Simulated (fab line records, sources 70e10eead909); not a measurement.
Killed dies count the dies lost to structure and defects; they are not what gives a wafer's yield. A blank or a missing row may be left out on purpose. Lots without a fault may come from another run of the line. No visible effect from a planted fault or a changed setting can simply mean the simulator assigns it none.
A lot that was struck, set against a sound lot    flow nandHarc    16 steps out of a route of 1302
Sound: wafers L980.1, L980.5, L980.6. Struck: wafers L990.1, L990.5 (left out: L990.3, a lot-mate that was not struck); the cause follows at the end.
For every step that has rows: the tool of each side, followed by ch and its chambers, followed by its first start. Under that, the readings that differ: sound wafers    struck wafers    difference of the means    sigmas: that difference in standard deviations of wafers without a fault.
alike: a reading whose means differ by less than 2 such deviations, as well as words and numbers matching on both sides. not compared: withheld readings; readings where some wafer has no value; bounds like >300 that might hide an equal value; numbers whose values overlap and for which the record gives no deviation.
The two part at a step that has a row with sigmas, a row that says differs or no value, or rows on one side only. When numbers do not overlap yet have no deviation, they are printed without sigmas and do not part them. Lack of a reading on every wafer of one side parts them only where that side has two or more wafers.

first, 1 step without rows for these wafers: NHARC_P_M2_ETCH_35 (etches the open film in N2/H2, target depth 40 nm, overetch 12 nm, time 43.94 s).
NHARC_P_M2_ETCH_15: etches the open film in C4F8/Ar, target depth 182.5 nm, time 91.2 s.
  sound: rieDiel-08 ch 2,3; struck: rieDiel-13 ch 2,3
  alike: oesProductAu, rfVppV
  not compared: rfHoursCounterH
NHARC_P_M2_CD_MEAS_16:
  sound: cdSem-02 at day 10 07:17; struck: cdSem-02 at day 14 06:51
  alike: cdNm
then, 1 step without rows for these wafers: NHARC_P_M2_STRIP_18 (strips in N2/H2).
NHARC_P_M2_ETCH_28: etches the open film in CF4/N2, target depth 30 nm, time 72.99 s.
  sound: rieDiel-13 ch 0,3; struck: rieDiel-09 ch 1
  alike: drypumpMotorCurrentA, oesProductAu, rfVppV, showerheadPlenumPTorr, throttleValvePct
  not compared: rfHoursCounterH
then, 1 step without rows for these wafers: NHARC_P_M2_STRIP_19 (strips in post etch residue remover, time 600 s).
NHARC_P_M2_DEGAS_29: time 60 s.
  sound: pvdSputter-03 at day 10 08:04; struck: pvdSputter-02 at day 14 07:34
  alike: heaterPowerW
then, 1 step without rows for these wafers: NHARC_P_M2_PRE_CLEAN_30 (time 30 s).
NHARC_P_M2_PVD_20: deposits TaN, target thk 5 nm, time 8.06 s.
  sound on pvdSputter-03; struck on pvdSputter-02
  alike: substrateTempC, throttleValvePct
NHARC_P_M2_PVD_21: deposits Cu, target thk 30 nm, time 20.49 s.
  sound on pvdSputter-03; struck on pvdSputter-02
  alike: substrateTempC, throttleValvePct
then, 2 steps without rows for these wafers: NHARC_P_M2_ECD_22 (material Cu, target thk 400 nm); NHARC_P_M2_ANNEAL_31 (time 90 s).
NHARC_P_M2_CMP_23: polishes, t overpolish 20 s, target thk 144.3 nm.
  sound on cmp-03 ch 0,1,2, day 10 09:14; struck on cmp-03 ch 0,2, day 14 08:38
reading              sound           struck     difference  sigmas
timeToEndpointS (s)  27.1 26.9 30.0  16.7 20.9  -9.2        -5
  alike: motorCurrentA
NHARC_P_M2_THK_MEAS_24: measures by xrf.
  sound: filmMetro-02 at day 10 09:28; struck: filmMetro-01 at day 14 08:57
reading     sound              struck       difference  sigmas
thkNm (nm)  143.6 143.3 145.8  138.6 138.6  -5.6        -4
then, 2 steps without rows for these wafers: NHARC_P_M2_SRD_25; NHARC_END_SORT_01.

WHERE THEY PART
First at NHARC_P_M2_CMP_23; last, within this record, at NHARC_P_M2_THK_MEAS_24.

WHY: the cause the simulator had injected
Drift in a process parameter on cmp-03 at NHARC_P_M2_CMP_23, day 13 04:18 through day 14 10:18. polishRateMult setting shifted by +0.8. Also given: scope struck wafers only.
